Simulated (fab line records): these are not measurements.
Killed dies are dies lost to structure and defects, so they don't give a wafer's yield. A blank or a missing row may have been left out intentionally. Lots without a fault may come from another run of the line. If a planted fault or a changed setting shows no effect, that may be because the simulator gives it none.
Matching of chambers	flow n5_finfet	N5_BEOL_M5_CURE_80 on uv_cure-01: 3 sister chambers
The step cures SiCOH lowk, time 120 s. 6 wafers are shown with their chamber, then 10 later ones without.

EACH WAFER AND ITS CHAMBER
wafer	chamber	wafer_temp_C_max	lamp_power_pct (%)
L086.3	1	372.1	52.33
L086.4	1	371.7	52.29
L088.2	2	372.2	52.24
L088.3	2	373.9	52.26
L090.1	0	371.5	52.15
L090.2	0	372.0	52.28

WAFERS WITH NO CHAMBER GIVEN
wafer	wafer_temp_C_max	lamp_power_pct (%)
L090.5	371.6	52.28
L093.1	371.7	52.33
L093.4	372.0	52.32
L093.6	371.6	52.40
L094.1	371.9	52.29
L094.2	371.5	52.32
L094.3	371.8	52.32
L097.3	372.8	52.22
L097.4	372.2	52.37
L097.6	372.9	52.35

EACH ONE'S CHAMBER
wafer	from the rows above	in truth
L090.5	can't be placed: 1 or 0 or 2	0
L093.1	can't be placed: 1 or 0 or 2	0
L093.4	can't be placed: 1 or 2 or 0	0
L093.6	can't be placed: 1 or 0 or 2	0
L094.1	can't be placed: 1 or 0 or 2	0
L094.2	can't be placed: 1 or 0 or 2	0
L094.3	can't be placed: 1 or 0 or 2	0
L097.3	can't be placed: 2 or 0 or 1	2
L097.4	can't be placed: 1 or 2 or 0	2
L097.6	can't be placed: 1 or 2 or 0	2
Correctly placed: 0 of 10. Unplaceable from these rows: 10, with the true chamber sitting among the candidates in 10. 0 placed wrongly.
How it was worked out, from the rows above alone: a wafer's distance from a chamber is the root of the sum, over the readings, of the square of ((its reading less the chamber's mean) divided by the reading's scatter). If the next closest chamber is less than 2 further off than the closest, the wafer can't be placed; otherwise it belongs to the closest. Each chamber's mean is taken over the wafers shown for it. The scatter: take each reading less its chamber's mean, square it, sum over the shown wafers, divide by the number of wafers less the number of chambers, and take the root.
